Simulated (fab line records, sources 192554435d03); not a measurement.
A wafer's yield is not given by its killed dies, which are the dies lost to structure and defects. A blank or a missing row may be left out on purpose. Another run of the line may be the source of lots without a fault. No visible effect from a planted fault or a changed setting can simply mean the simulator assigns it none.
fab line records	flow n5Finfet
record lots=24	wafers=72	lastDay=18
route steps=1938 shown BEOL_M1@768
lots with no fault: from the same line, run without faults
startH: the number of hours between the record's first day and the start of the first shown wafer of the lot	waitH: how many hours have passed since the lot's step before this one	" repeats the value in the row above	L1.1+2: several wafers, shown together as one row	- no value, or no start given	* or withheld: withheld	< > ~ a bound
route shown NAME@n: names a module that has steps shown in the file, with the first one's number in the route	usual: mean/standard deviation of fault-free wafers	same: alike in all rows	chamber/n: place in a boat	sites: the reading at each site	_std_site: the values' standard deviation	_edge_site: outer sites' mean less inner sites'	radiusMm: for every site, how far away it sits from the centre of the wafer	mask NAME#n: copy n	behind: the most recent tool/chamber to have shaped the wafer	hold: why the lot was held/for how many hours/how that ended	device: the n, p or np transistor that did not switch	end of line: the tests these same wafers got at the end of their route	for a step that has no rows: nothing shown but its recipe	killed: dies lost to structure and defects at the first sort, not the wafer's yield	map: per-die view of a wafer (x killed, . not killed, _ where there is no die)
set.NAME: the setting as run; set.NAME@STEP: as run at that earlier step	model.NAME: the simulator's own value behind a step, which no gauge read
one table for each step of the route and one row for each wafer, over a sample of lots
services: when a tool's chamber went out of use (startH, in hours from the record's first day, below 0 if earlier), for how many hours, and the reason
## steps
# step N5_BEOL_M1_ETCH_74
# recipe chemistry=N2/H2	target=underlayer	targetDepthA=65	maskMaterial=CAR-EUV	timeS=5.2	ionEnergyEv=200	pressureMtorr=30	sourceW=840	biasW=150	n2FlowSccm=200	h2FlowSccm=200	ends=cleared
# usual drypumpMotorCurrentA=5.7/0.39	etchRfOnTimeS=5.16/0.088	oesProductAu=0.66/0.071	rfVppV=524.3/2.6	showerheadPlenumPTorr=2.55/0.087	throttleValvePct=17.88/0.25
lot.wafer	tool	chamber	startH	waitH	drypumpMotorCurrentA	etchRfOnTimeS	oesProductAu	rfHoursCounterH	rfVppV	showerheadPlenumPTorr	throttleValvePct
L074.1	rieDiel-02	3	126.89	0.0	5.5	5.20	0.73	45	524.3	2.58	17.67
L074.3	"	2	"	"	6.2	5.08	0.61	232	525.9	2.61	18.03
L074.5	"	3	"	"	5.6	5.21	0.73	-	522.3	2.58	17.66
L075.3	rieDiel-02	1	129.90	0.0	5.4	5.16	0.65	163	525.5	2.65	18.18
L075.4	"	2	"	"	6.1	5.08	0.61	-	527.3	2.61	18.01
L075.5	"	3	"	"	5.6	5.14	0.75	-	522.9	2.58	17.66
L076.1	rieDiel-05	0	138.41	0.0	5.1	5.15	0.59	221	523.2	2.63	18.18
L076.2	"	3	"	"	5.8	5.27	0.62	215	524.0	2.60	17.86
L076.4	"	2	"	"	5.6	5.23	0.67	114	521.4	2.44	17.58
L077.2	rieDiel-02	1	143.15	0.0	5.4	5.18	0.64	168	528.2	2.65	18.19
L077.4	"	2	"	"	6.1	5.09	0.60	-	528.3	2.60	18.03
L077.5	"	1	"	"	5.4	5.18	0.64	-	523.9	2.65	18.20
L078.3	rieDiel-05	3	143.23	0.0	5.7	5.18	0.61	216	527.2	2.60	17.87
L078.5	"	1	"	"	5.8	5.08	0.68	-	525.7	2.66	17.70
L078.6	"	2	"	"	5.6	5.12	0.69	-	523.0	2.44	17.61
L079.2	rieDiel-02	2	152.41	0.0	6.2	5.20	0.60	242	529.4	2.60	18.03
L079.3	"	3	"	"	5.5	5.23	0.73	54	526.2	2.57	17.69
L079.4	"	1	"	"	5.4	5.32	0.63	172	525.8	2.64	18.20
L080.1	rieDiel-06	3	162.05	0.0	5.3	5.35	0.58	241	519.5	2.40	18.26
L080.2	"	2	"	"	5.9	5.21	0.60	212	524.2	2.52	17.90
L080.4	"	3	"	"	5.3	5.32	0.58	-	518.9	2.40	18.25
L081.1	rieDiel-02	2	168.23	0.0	6.1	5.19	0.60	247	525.7	2.60	18.05
L081.3	"	1	"	"	5.4	5.24	0.62	177	525.9	2.64	18.22
L081.4	"	0	"	"	6.5	5.05	0.81	8	525.3	2.61	17.79
L082.1	rieDiel-06	2	171.34	0.0	5.9	5.24	0.60	215	523.4	2.51	17.90
L082.4	"	3	"	"	5.2	5.21	0.58	244	520.1	2.40	18.27
L082.6	"	3	"	"	5.2	5.22	0.59	-	517.6	2.40	18.30
L083.3	rieDiel-02	3	177.71	0.0	5.6	5.16	0.73	62	522.3	2.57	17.70
L083.4	"	3	"	"	5.6	5.22	0.72	-	524.8	2.57	17.69
L083.5	"	0	"	"	6.5	5.01	0.81	-	527.4	2.61	17.82
L084.2	rieDiel-06	2	192.68	0.0	5.9	5.31	0.58	220	523.4	2.51	17.93
L084.3	"	1	"	"	6.0	5.08	0.76	59	523.8	2.45	17.26
L084.6	"	2	"	"	5.9	5.27	0.59	-	522.9	2.51	17.92
L085.2	rieDiel-02	3	193.33	0.0	5.6	5.27	0.71	67	525.7	2.57	17.68
L085.5	"	0	"	"	6.5	5.07	0.79	-	526.8	2.61	17.80
L085.6	"	1	"	"	5.4	5.31	0.62	-	523.8	2.64	18.23
L087.3	rieDiel-02	3	202.01	0.0	5.6	5.14	0.72	71	523.2	2.57	17.70
L087.4	"	1	"	"	5.4	5.24	0.62	190	526.4	2.64	18.24
L087.6	"	1	"	"	5.3	5.21	0.62	-	524.5	2.64	18.27
L086.1	rieDiel-06	0	202.12	0.0	5.1	5.30	0.61	185	521.0	2.42	17.97
L086.2	"	1	"	"	6.0	5.07	0.74	62	521.7	2.45	17.25
L086.6	"	1	"	"	6.0	5.04	0.75	-	522.4	2.45	17.23
L088.1	rieDiel-05	2	214.98	0.0	5.6	5.09	0.66	136	520.5	2.43	17.64
L088.3	"	3	"	"	5.7	5.02	0.61	237	527.0	2.59	17.89
L088.4	"	0	"	"	5.1	5.14	0.59	241	525.9	2.62	18.24
L089.2	rieDiel-05	0	224.30	0.0	5.1	5.12	0.58	244	524.7	2.61	18.24
L089.3	"	3	"	"	5.7	5.10	0.60	240	525.0	2.59	17.96
L089.4	"	2	"	"	5.6	5.08	0.66	139	520.8	2.43	17.63
L090.3	rieDiel-05	0	226.43	0.0	5.1	5.24	0.58	245	526.0	2.61	18.24
L090.4	"	2	"	"	5.6	5.14	0.66	140	520.8	2.43	17.64
L090.6	"	1	"	"	5.8	5.13	0.65	-	526.0	2.65	17.74
L091.1	rieDiel-06	0	229.88	0.0	5.1	5.31	0.60	194	518.7	2.41	18.01
L091.2	"	2	"	"	5.9	5.31	0.58	233	520.4	2.51	17.93
L091.6	"	1	"	"	6.0	5.12	0.73	-	521.8	2.45	17.27
L092.3	rieDiel-05	1	230.04	0.0	5.8	5.11	0.66	163	526.1	2.65	17.75
L092.4	"	3	"	"	5.7	5.14	0.60	242	525.4	2.59	17.93
L092.5	"	2	"	"	5.6	5.14	0.65	-	521.3	2.43	17.64
L093.4	rieDiel-02	0	233.97	0.0	6.5	5.13	0.76	31	524.3	2.60	17.82
L093.5	"	3	"	"	5.6	5.30	0.69	-	525.5	2.56	17.72
L093.6	"	0	"	"	6.5	5.12	0.75	-	526.0	2.60	17.84
L094.2	rieDiel-05	1	246.50	0.0	5.8	5.09	0.66	167	527.0	2.65	17.73
L094.5	"	2	"	"	5.6	5.15	0.65	-	521.1	2.43	17.66
L094.6	"	3	"	"	5.7	5.14	0.60	-	524.7	2.59	17.92
L095.1	rieDiel-06	0	252.73	0.0	5.2	5.22	0.61	200	522.2	2.41	18.00
L095.4	"	2	"	"	5.9	5.29	0.58	239	524.0	2.50	17.98
L095.6	"	3	"	"	5.2	5.04	0.83	-	527.1	2.71	17.87
L096.1	rieDiel-05	3	258.52	0.0	5.7	5.19	0.59	252	526.7	2.59	17.93
L096.2	"	1	"	"	5.8	5.07	0.64	173	527.6	2.65	17.76
L096.4	"	1	"	"	5.8	5.05	0.65	-	525.8	2.65	17.76
L097.2	rieDiel-02	2	258.78	0.0	6.1	5.13	0.81	18	526.2	2.59	17.64
L097.4	"	3	"	"	5.6	5.13	0.70	87	523.7	2.56	17.72
L097.6	"	2	"	"	6.1	5.04	0.81	-	522.4	2.59	17.63
# step N5_BEOL_M1_STRIP_66
# recipe chemistry=CF4	resist=SiARC	powerW=300	biasPowerW=75	pressureMtorr=50	cf4FlowSccm=150	rfFrequencyHz=6e+07
# usual drypumpMotorCurrentA=5.7/0.39	oesProductAu=0.76/0.077	rfVppV=271.4/1.6	showerheadPlenumPTorr=1.81/0.049	throttleValvePct=13.66/0.25
lot.wafer	tool	chamber	startH	waitH	drypumpMotorCurrentA	oesProductAu	rfHoursCounterH	rfVppV	showerheadPlenumPTorr	throttleValvePct
L074.1	rieDiel-02	3	127.07	0.0	5.5	0.86	45	272.7	1.82	13.34
L074.3	"	2	"	"	6.1	0.69	232	273.2	1.83	13.83
L074.5	"	3	"	"	5.6	0.85	-	273.1	1.82	13.36
L075.3	rieDiel-02	1	130.07	0.0	5.4	0.74	163	272.4	1.87	13.90
L075.4	"	2	"	"	6.1	0.70	-	272.7	1.84	13.82
L075.5	"	3	"	"	5.6	0.85	-	272.7	1.82	13.36
L076.1	rieDiel-05	0	138.58	0.0	5.1	0.68	221	271.3	1.85	13.95
L076.2	"	3	"	"	5.7	0.71	215	270.8	1.84	13.78
L076.4	"	2	"	"	5.6	0.78	114	269.6	1.76	13.56
L077.2	rieDiel-02	1	143.32	0.0	5.3	0.74	169	273.7	1.87	13.90
L077.4	"	2	"	"	6.1	0.69	-	272.5	1.83	13.85
L077.5	"	1	"	"	5.4	0.74	-	270.9	1.87	13.90
L078.3	rieDiel-05	3	143.40	0.0	5.7	0.71	216	272.5	1.84	13.75
L078.5	"	1	"	"	5.7	0.78	-	272.5	1.85	13.31
L078.6	"	2	"	"	5.6	0.78	-	270.3	1.76	13.53
L079.2	rieDiel-02	2	152.58	0.0	6.1	0.69	242	274.4	1.83	13.87
L079.3	"	3	"	"	5.5	0.84	54	271.4	1.82	13.39
L079.4	"	1	"	"	5.4	0.74	173	272.2	1.87	13.91
L080.1	rieDiel-06	3	162.23	0.0	5.2	0.68	241	268.5	1.71	14.13
L080.2	"	2	"	"	5.9	0.70	212	270.1	1.77	13.75
L080.4	"	3	"	"	5.2	0.68	-	267.5	1.71	14.13
L081.1	rieDiel-02	2	168.40	0.0	6.1	0.69	247	274.2	1.83	13.87
L081.3	"	1	"	"	5.3	0.74	177	270.7	1.87	13.93
L081.4	"	0	"	"	6.5	0.92	8	272.0	1.83	13.37
L082.1	rieDiel-06	2	171.52	0.0	5.9	0.69	215	271.9	1.77	13.72
L082.4	"	3	"	"	5.2	0.68	244	270.4	1.71	14.12
L082.6	"	3	"	"	5.2	0.68	-	268.9	1.71	14.14
L083.3	rieDiel-02	3	177.88	0.0	5.5	0.83	62	273.1	1.81	13.40
L083.4	"	3	"	"	5.5	0.84	-	272.8	1.81	13.38
L083.5	"	0	"	"	6.5	0.91	-	273.0	1.83	13.40
L084.2	rieDiel-06	2	192.85	0.0	5.9	0.69	221	272.6	1.77	13.74
L084.3	"	1	"	"	6.0	0.86	59	270.1	1.77	13.24
L084.6	"	2	"	"	5.9	0.69	-	270.4	1.77	13.74
L085.2	rieDiel-02	3	193.51	0.0	5.6	0.83	67	270.5	1.81	13.42
L085.5	"	0	"	"	6.4	0.90	-	270.7	1.83	13.40
L085.6	"	1	"	"	5.4	0.72	-	273.1	1.86	13.96
L087.3	rieDiel-02	3	202.18	0.0	5.6	0.82	71	271.1	1.81	13.40
L087.4	"	1	"	"	5.4	0.73	190	272.1	1.86	13.93
L087.6	"	1	"	"	5.4	0.73	-	274.2	1.86	13.95
L086.1	rieDiel-06	0	202.29	0.0	5.2	0.71	185	267.1	1.73	13.86
L086.2	"	1	"	"	6.0	0.86	62	269.7	1.77	13.28
L086.6	"	1	"	"	6.1	0.86	-	269.8	1.77	13.26
L088.1	rieDiel-05	2	215.15	0.0	5.6	0.76	136	269.1	1.75	13.60
L088.3	"	3	"	"	5.7	0.70	237	271.0	1.84	13.80
L088.4	"	0	"	"	5.1	0.67	241	270.4	1.84	13.97
L089.2	rieDiel-05	0	224.47	0.0	5.1	0.67	244	270.9	1.84	13.98
L089.3	"	3	"	"	5.7	0.70	240	273.1	1.84	13.80
L089.4	"	2	"	"	5.6	0.76	139	269.8	1.75	13.59
L090.3	rieDiel-05	0	226.61	0.0	5.1	0.67	245	272.7	1.84	13.97
L090.4	"	2	"	"	5.6	0.76	140	268.3	1.75	13.60
L090.6	"	1	"	"	5.8	0.75	-	272.2	1.84	13.36
L091.1	rieDiel-06	0	230.06	0.0	5.1	0.71	194	268.7	1.73	13.87
L091.2	"	2	"	"	5.9	0.69	233	270.9	1.77	13.77
L091.6	"	1	"	"	6.1	0.84	-	271.3	1.76	13.29
L092.3	rieDiel-05	1	230.21	0.0	5.8	0.75	163	272.5	1.84	13.36
L092.4	"	3	"	"	5.7	0.69	242	270.9	1.84	13.82
L092.5	"	2	"	"	5.6	0.76	-	268.8	1.75	13.61
L093.4	rieDiel-02	0	234.15	0.0	6.5	0.86	31	271.4	1.83	13.42
L093.5	"	3	"	"	5.5	0.81	-	271.2	1.81	13.43
L093.6	"	0	"	"	6.5	0.86	-	272.2	1.83	13.43
L094.2	rieDiel-05	1	246.67	0.0	5.8	0.75	167	272.8	1.84	13.35
L094.5	"	2	"	"	5.6	0.75	-	267.3	1.75	13.61
L094.6	"	3	"	"	5.7	0.68	-	272.1	1.83	13.84
L095.1	rieDiel-06	0	252.90	0.0	5.1	0.70	200	269.1	1.73	13.89
L095.4	"	2	"	"	5.9	0.68	239	269.1	1.76	13.77
L095.6	"	3	"	"	5.2	0.96	-	273.4	1.91	13.60
L096.1	rieDiel-05	3	258.69	0.0	5.7	0.69	252	272.1	1.83	13.84
L096.2	"	1	"	"	5.7	0.75	173	274.0	1.84	13.38
L096.4	"	1	"	"	5.7	0.74	-	272.6	1.84	13.38
L097.2	rieDiel-02	2	258.95	0.0	6.1	0.93	18	273.1	1.83	13.33
L097.4	"	3	"	"	5.6	0.81	87	271.7	1.81	13.46
L097.6	"	2	"	"	6.1	0.92	-	272.5	1.83	13.33
# step N5_BEOL_M1_CD_MEAS_28
# recipe landingEnergyEv=500	detector=seInlens	targetCdYNm=23.3
# usual cdNm=24.05/0.24
lot.wafer	tool	chamber	startH	waitH	cdNm
L074.1	cdSem-03	0	127.71	-	23.96
L074.3	"	0	"	"	23.85
L074.5	"	0	"	"	24.31
L075.3	cdSem-03	0	130.68	-	24.35
L075.4	"	0	"	"	23.78
L075.5	"	0	"	"	24.71
L076.1	cdSem-02	0	139.26	-	23.96
L076.2	"	0	"	"	23.96
L076.4	"	0	"	"	24.02
L077.2	cdSem-03	0	144.02	-	23.95
L077.4	"	0	"	"	24.10
L077.5	"	0	"	"	24.04
L078.3	cdSem-01	0	144.08	-	24.39
L078.5	"	0	"	"	24.00
L078.6	"	0	"	"	24.27
L079.2	cdSem-01	0	153.13	-	24.10
L079.3	"	0	"	"	23.71
L079.4	"	0	"	"	23.88
L080.1	cdSem-02	0	162.90	-	23.57
L080.2	"	0	"	"	24.19
L080.4	"	0	"	"	24.02
L081.1	cdSem-01	0	168.94	-	23.73
L081.3	"	0	"	"	24.30
L081.4	"	0	"	"	24.04
L082.1	cdSem-02	0	172.35	-	23.96
L082.4	"	0	"	"	23.81
L082.6	"	0	"	"	23.86
L083.3	cdSem-03	0	178.55	-	24.25
L083.4	"	0	"	"	24.02
L083.5	"	0	"	"	24.02
L084.2	cdSem-03	0	193.44	-	24.46
L084.3	"	0	"	"	24.14
L084.6	"	0	"	"	23.85
L085.2	cdSem-02	0	194.05	-	23.80
L085.5	"	0	"	"	23.89
L085.6	"	0	"	"	23.87
L087.3	cdSem-03	0	202.72	-	24.20
L087.4	"	0	"	"	24.34
L087.6	"	0	"	"	24.17
L086.1	cdSem-02	0	202.84	-	24.20
L086.2	"	0	"	"	24.01
L086.6	"	0	"	"	23.93
L088.1	cdSem-02	0	215.88	-	24.17
L088.3	"	0	"	"	24.22
L088.4	"	0	"	"	24.07
L089.2	cdSem-02	0	225.01	-	24.45
L089.3	"	0	"	"	24.11
L089.4	"	0	"	"	24.11
L090.3	cdSem-02	0	227.15	-	23.92
L090.4	"	0	"	"	23.52
L090.6	"	0	"	"	23.64
L091.1	cdSem-02	0	230.73	-	23.87
L091.2	"	0	"	"	23.79
L091.6	"	0	"	"	23.89
L092.3	cdSem-01	0	230.92	-	23.98
L092.4	"	0	"	"	24.19
L092.5	"	0	"	"	24.00
L093.4	cdSem-03	0	234.69	-	24.01
L093.5	"	0	"	"	24.19
L093.6	"	0	"	"	23.92
L094.2	cdSem-01	0	247.22	-	23.98
L094.5	"	0	"	"	23.83
L094.6	"	0	"	"	24.34
L095.1	cdSem-02	0	253.44	-	24.05
L095.4	"	0	"	"	23.86
L095.6	"	0	"	"	23.88
L096.1	cdSem-03	0	259.48	-	24.05
L096.2	"	0	"	"	24.53
L096.4	"	0	"	"	23.90
L097.2	cdSem-03	0	259.66	-	24.00
L097.4	"	0	"	"	24.22
L097.6	"	0	"	"	24.28
# step N5_BEOL_M1_STRIP_36
# recipe chemistry=N2/H2	powerW=450	tempC=40	pressureMtorr=20	rfFrequencyHz=6e+07	overashFraction=0.3	biasPowerW=7	h2Frac=0.5	n2FlowSccm=200	h2FlowSccm=200
# usual drypumpMotorCurrentA=5.7/0.39	oesProductAu=0.78/0.092	rfVppV=59.2/1.4	showerheadPlenumPTorr=2.55/0.083	throttleValvePct=23.6/0.33
lot.wafer	tool	chamber	startH	waitH	drypumpMotorCurrentA	oesProductAu	rfHoursCounterH	rfVppV	showerheadPlenumPTorr	throttleValvePct
L074.1	rieDiel-06	2	134.45	0.0	5.9	0.70	201	60.1	2.52	23.5
L074.3	"	3	"	"	5.2	0.66	232	56.2	2.40	24.0
L074.5	"	1	"	"	6.0	0.89	-	58.2	2.46	22.8
L075.3	rieDiel-02	2	134.65	0.0	6.1	0.69	235	60.4	2.60	23.7
L075.4	"	2	"	"	6.2	0.69	-	60.0	2.60	23.7
L075.5	"	1	"	"	5.4	0.74	-	60.4	2.64	24.1
L076.1	rieDiel-02	3	141.99	0.0	5.5	0.85	50	58.7	2.57	23.4
L076.2	"	1	"	"	5.4	0.73	167	59.5	2.64	24.1
L076.4	"	2	"	"	6.1	0.69	-	60.3	2.60	23.7
L077.2	rieDiel-05	2	147.91	0.0	5.6	0.80	117	58.5	2.43	23.3
L077.4	"	1	"	"	5.8	0.78	140	58.7	2.66	23.6
L077.5	"	0	"	"	5.1	0.69	-	61.6	2.62	24.0
L078.3	rieDiel-05	0	148.31	0.0	5.0	0.69	224	57.5	2.62	24.0
L078.5	"	2	"	"	5.6	0.79	-	60.6	2.43	23.3
L078.6	"	1	"	"	5.8	0.78	-	59.5	2.66	23.6
L079.2	rieDiel-02	3	157.51	0.0	5.6	0.85	55	60.6	2.57	23.5
L079.3	"	2	"	"	6.1	0.68	244	59.2	2.60	23.8
L079.4	"	0	"	"	6.5	0.96	5	58.0	2.61	23.7
L080.1	rieDiel-02	2	163.94	0.0	6.2	0.69	246	61.4	2.60	23.7
L080.2	"	3	"	"	5.6	0.86	58	61.1	2.57	23.5
L080.4	"	0	"	"	6.5	0.96	7	59.0	2.61	23.7
L081.1	rieDiel-05	3	186.18	0.0	5.7	0.70	229	58.4	2.59	23.6
L081.3	"	2	"	"	5.6	0.78	127	58.8	2.43	23.3
L081.4	"	0	"	"	5.1	0.68	234	61.2	2.62	24.0
L082.1	rieDiel-02	0	186.18	0.0	6.5	0.93	14	57.5	2.60	23.7
L082.4	"	1	"	"	5.4	0.72	-	60.5	2.64	24.1
L082.6	"	3	"	"	5.5	0.84	-	60.0	2.56	23.5
L083.3	rieDiel-06	2	190.37	0.0	5.9	0.68	220	59.4	2.51	23.6
L083.4	"	3	"	"	5.2	0.67	249	61.3	2.39	24.0
L083.5	"	1	"	"	6.1	0.88	-	58.4	2.45	22.8
L084.2	rieDiel-05	1	194.44	0.0	5.8	0.77	151	59.2	2.65	23.6
L084.3	"	2	"	"	5.6	0.78	129	59.2	2.43	23.3
L084.6	"	2	"	"	5.6	0.78	-	56.5	2.43	23.3
L085.2	rieDiel-02	1	194.62	0.0	5.4	0.73	186	59.9	2.63	24.1
L085.5	"	3	"	"	5.5	0.84	-	61.0	2.56	23.5
L085.6	"	1	"	"	5.4	0.72	-	57.4	2.63	24.2
L087.3	rieDiel-06	2	203.29	0.0	5.9	0.69	224	58.9	2.51	23.6
L087.4	"	1	"	"	6.0	0.86	-	59.5	2.45	22.8
L087.6	"	0	"	"	5.1	0.69	-	60.2	2.41	23.7
L086.1	rieDiel-02	1	203.74	0.0	5.4	0.72	190	60.6	2.63	24.1
L086.2	"	2	"	"	6.2	0.99	2	60.9	2.59	23.4
L086.6	"	2	"	"	6.1	0.99	-	58.6	2.59	23.3
L088.1	rieDiel-02	3	216.85	0.0	5.5	0.83	75	62.4	2.56	23.5
L088.3	"	0	"	"	6.5	0.91	25	61.6	2.60	23.7
L088.4	"	2	"	"	6.1	0.96	6	59.3	2.59	23.4
L089.2	rieDiel-06	1	225.80	0.0	6.1	0.85	70	57.6	2.45	22.9
L089.3	"	2	"	"	5.9	0.69	231	55.7	2.50	23.6
L089.4	"	1	"	"	6.0	0.85	-	57.1	2.44	22.8
L090.3	rieDiel-02	3	229.05	0.0	5.6	0.83	79	58.4	2.56	23.5
L090.4	"	0	"	"	6.5	0.89	29	59.0	2.60	23.7
L090.6	"	3	"	"	5.6	0.83	-	58.4	2.56	23.5
L092.3	rieDiel-05	3	238.66	0.0	5.7	0.70	244	57.3	2.58	23.6
L092.4	"	1	"	"	5.8	0.75	165	59.1	2.65	23.6
L092.5	"	3	"	"	5.7	0.70	-	59.0	2.59	23.6
L091.1	rieDiel-06	2	238.69	0.0	5.9	0.68	235	59.5	2.50	23.6
L091.2	"	3	"	"	5.2	0.98	6	59.5	2.71	23.6
L091.6	"	2	"	"	5.9	0.67	-	60.2	2.50	23.6
L093.4	rieDiel-02	0	238.73	0.0	6.5	0.88	32	59.0	2.60	23.7
L093.5	"	1	"	"	5.4	0.71	-	60.7	2.63	24.1
L093.6	"	0	"	"	6.5	0.88	-	61.2	2.60	23.7
L094.2	rieDiel-05	1	259.67	0.0	5.8	0.75	173	59.2	2.64	23.6
L094.5	"	3	"	"	5.7	0.70	-	60.9	2.58	23.6
L094.6	"	2	"	"	5.6	0.76	-	57.7	2.42	23.3
L095.1	rieDiel-06	2	259.71	0.0	5.9	0.68	241	59.5	2.50	23.6
L095.4	"	0	"	"	5.1	0.69	203	57.8	2.41	23.7
L095.6	"	3	"	"	5.3	0.95	-	59.7	2.71	23.7
L097.2	rieDiel-02	0	261.09	0.0	6.5	0.87	39	60.5	2.59	23.8
L097.4	"	2	"	"	6.1	0.93	19	58.4	2.59	23.4
L097.6	"	2	"	"	6.1	0.93	-	58.9	2.59	23.4
L096.1	rieDiel-05	2	261.12	0.0	5.6	0.76	152	58.2	2.42	23.3
L096.2	"	1	"	"	5.8	0.75	174	60.5	2.64	23.6
L096.4	"	2	"	"	5.6	0.76	-	58.2	2.42	23.3
# step N5_BEOL_M1_DEGAS_44
# recipe ambient=vacuum	tempC=250	timeS=60
# usual heaterPowerW=344/31
lot.wafer	tool	chamber	startH	waitH	heaterPowerW
L074.1	pvdSputter-03	-	135.16	0.4	381
L074.3	"	-	"	"	385
L074.5	"	-	"	"	363
L075.3	pvdSputter-03	-	135.24	0.2	301
L075.4	"	-	"	"	374
L075.5	"	-	"	"	358
L076.1	pvdSputter-03	-	142.58	0.2	360
L076.2	"	-	"	"	364
L076.4	"	-	"	"	399
L077.2	pvdSputter-03	-	148.69	0.4	356
L077.4	"	-	"	"	354
L077.5	"	-	"	"	354
L078.3	pvdSputter-03	-	148.93	0.3	354
L078.5	"	-	"	"	363
L078.6	"	-	"	"	380
L079.2	pvdSputter-01	-	158.10	0.2	333
L079.3	"	-	"	"	296
L079.4	"	-	"	"	397
L080.1	pvdSputter-03	-	164.62	0.3	305
L080.2	"	-	"	"	379
L080.4	"	-	"	"	382
L082.1	pvdSputter-03	-	186.85	0.3	297
L082.4	"	-	"	"	355
L082.6	"	-	"	"	368
L081.1	pvdSputter-02	-	186.86	0.3	350
L081.3	"	-	"	"	344
L081.4	"	-	"	"	335
L083.3	pvdSputter-02	-	191.15	0.4	323
L083.4	"	-	"	"	344
L083.5	"	-	"	"	327
L084.2	pvdSputter-01	-	195.07	0.3	305
L084.3	"	-	"	"	290
L084.6	"	-	"	"	329
L085.2	pvdSputter-02	-	195.19	0.2	334
L085.5	"	-	"	"	342
L085.6	"	-	"	"	346
L087.3	pvdSputter-03	-	203.78	0.0	383
L087.4	"	-	"	"	360
L087.6	"	-	"	"	358
L086.1	pvdSputter-02	-	204.33	0.2	358
L086.2	"	-	"	"	340
L086.6	"	-	"	"	341
L088.1	pvdSputter-03	-	217.33	0.1	299
L088.3	"	-	"	"	388
L088.4	"	-	"	"	358
L089.2	pvdSputter-01	-	226.19	0.0	311
L089.3	"	-	"	"	320
L089.4	"	-	"	"	298
L090.3	pvdSputter-02	-	229.80	0.4	358
L090.4	"	-	"	"	326
L090.6	"	-	"	"	344
L092.3	pvdSputter-01	-	239.38	0.4	312
L092.4	"	-	"	"	294
L092.5	"	-	"	"	300
L091.1	pvdSputter-03	-	239.38	0.3	302
L091.2	"	-	"	"	362
L091.6	"	-	"	"	391
L093.4	pvdSputter-03	-	242.10	3.0	380
L093.5	"	-	"	"	364
L093.6	"	-	"	"	351
L094.2	pvdSputter-02	-	260.20	0.2	370
L094.5	"	-	"	"	363
L094.6	"	-	"	"	340
L095.1	pvdSputter-01	-	260.24	0.2	302
L095.4	"	-	"	"	381
L095.6	"	-	"	"	301
L097.2	pvdSputter-01	-	262.30	0.9	321
L097.4	"	-	"	"	380
L097.6	"	-	"	"	303
L096.1	pvdSputter-01	-	262.38	0.9	305
L096.2	"	-	"	"	387
L096.4	"	-	"	"	311
# step N5_BEOL_M1_SPUTTER_48
# recipe material=Cu	targetThkA=45	tempC=-20	chamberPressurePa=0.07	powerW=withheld	timeS=8.29
# usual throttleValvePct=29.9/1.1
lot.wafer	tool	chamber	startH	waitH	throttleValvePct
L074.1	pvdSputter-03	-	135.90	0.1	28.5
L074.3	"	-	"	"	29.3
L074.5	"	-	"	"	29.4
L075.3	pvdSputter-01	-	136.81	0.9	28.7
L075.4	"	-	"	"	30.3
L075.5	"	-	"	"	30.6
L076.1	pvdSputter-01	-	143.31	0.1	30.4
L076.2	"	-	"	"	28.9
L076.4	"	-	"	"	28.9
L077.2	pvdSputter-03	-	149.33	0.1	30.7
L077.4	"	-	"	"	30.2
L077.5	"	-	"	"	29.9
L078.3	pvdSputter-02	-	149.76	0.3	29.5
L078.5	"	-	"	"	32.7
L078.6	"	-	"	"	29.4
L079.2	pvdSputter-02	-	158.92	0.1	32.8
L079.3	"	-	"	"	29.5
L079.4	"	-	"	"	30.0
L080.1	pvdSputter-03	-	165.54	0.1	30.3
L080.2	"	-	"	"	28.8
L080.4	"	-	"	"	30.4
L082.1	pvdSputter-03	-	187.41	0.1	28.8
L082.4	"	-	"	"	30.7
L082.6	"	-	"	"	28.7
L081.1	pvdSputter-03	-	189.29	1.7	30.4
L081.3	"	-	"	"	30.7
L081.4	"	-	"	"	28.8
L083.3	pvdSputter-03	-	191.93	0.2	30.2
L083.4	"	-	"	"	29.4
L083.5	"	-	"	"	30.2
L084.2	pvdSputter-02	-	195.63	0.1	29.5
L084.3	"	-	"	"	32.7
L084.6	"	-	"	"	32.8
L085.2	pvdSputter-01	-	195.79	0.1	29.0
L085.5	"	-	"	"	30.4
L085.6	"	-	"	"	28.9
L087.3	pvdSputter-02	-	204.57	0.1	32.7
L087.4	"	-	"	"	29.8
L087.6	"	-	"	"	32.7
L086.1	pvdSputter-01	-	205.33	0.3	29.3
L086.2	"	-	"	"	28.8
L086.6	"	-	"	"	29.4
L088.1	pvdSputter-02	-	218.61	0.4	32.9
L088.3	"	-	"	"	29.7
L088.4	"	-	"	"	29.2
L089.2	pvdSputter-02	-	226.94	0.1	29.4
L089.3	"	-	"	"	32.6
L089.4	"	-	"	"	29.2
L090.3	pvdSputter-02	-	230.42	0.1	29.7
L090.4	"	-	"	"	29.1
L090.6	"	-	"	"	29.6
L092.3	pvdSputter-03	-	240.18	0.2	30.5
L092.4	"	-	"	"	30.3
L092.5	"	-	"	"	28.7
L091.1	pvdSputter-01	-	240.36	0.3	30.3
L091.2	"	-	"	"	29.0
L091.6	"	-	"	"	30.4
L093.4	pvdSputter-03	-	243.26	0.1	29.2
L093.5	"	-	"	"	30.5
L093.6	"	-	"	"	30.3
L094.2	pvdSputter-03	-	260.96	0.2	29.2
L094.5	"	-	"	"	28.5
L094.6	"	-	"	"	29.0
L095.1	pvdSputter-02	-	260.98	0.2	29.3
L095.4	"	-	"	"	29.8
L095.6	"	-	"	"	29.2
L097.2	pvdSputter-01	-	263.12	0.1	28.8
L097.4	"	-	"	"	30.1
L097.6	"	-	"	"	30.3
L096.1	pvdSputter-03	-	263.14	0.1	30.1
L096.2	"	-	"	"	28.5
L096.4	"	-	"	"	29.1
## services
tool	chamber	startH	hours	kind
rieDiel-06	1	112.38	4.0	repair
pvdSputter-02	-	126.69	1.7	repair
rieDiel-02	0	128.44	-	clean
rieDiel-02	0	128.44	-	consumableReplace:focusRing
rieDiel-02	0	128.44	15.9	scheduledDown
rieDiel-02	0	128.44	15.9	ventCycle
pvdSputter-02	-	139.18	2.4	repair
rieDiel-02	3	148.52	2.5	repair
rieDiel-06	3	155.86	4.0	repair
pvdSputter-02	-	172.16	13.8	repair
rieDiel-02	2	174.82	-	clean
rieDiel-02	2	174.82	-	consumableReplace:focusRing
rieDiel-02	2	174.82	23.5	scheduledDown
rieDiel-02	2	174.82	23.5	ventCycle
rieDiel-06	3	193.90	-	clean
rieDiel-06	3	193.90	-	consumableReplace:focusRing
rieDiel-06	3	193.90	-	consumableReplace:showerhead
rieDiel-06	3	193.90	10.8	scheduledDown
rieDiel-06	3	224.10	7.6	repair
rieDiel-06	-	243.11	0.3	repair
rieDiel-05	0	245.49	-	clean
rieDiel-05	0	245.49	-	consumableReplace:focusRing
rieDiel-05	0	245.49	29.2	scheduledDown
rieDiel-05	0	245.49	29.2	ventCycle
## key
fault none
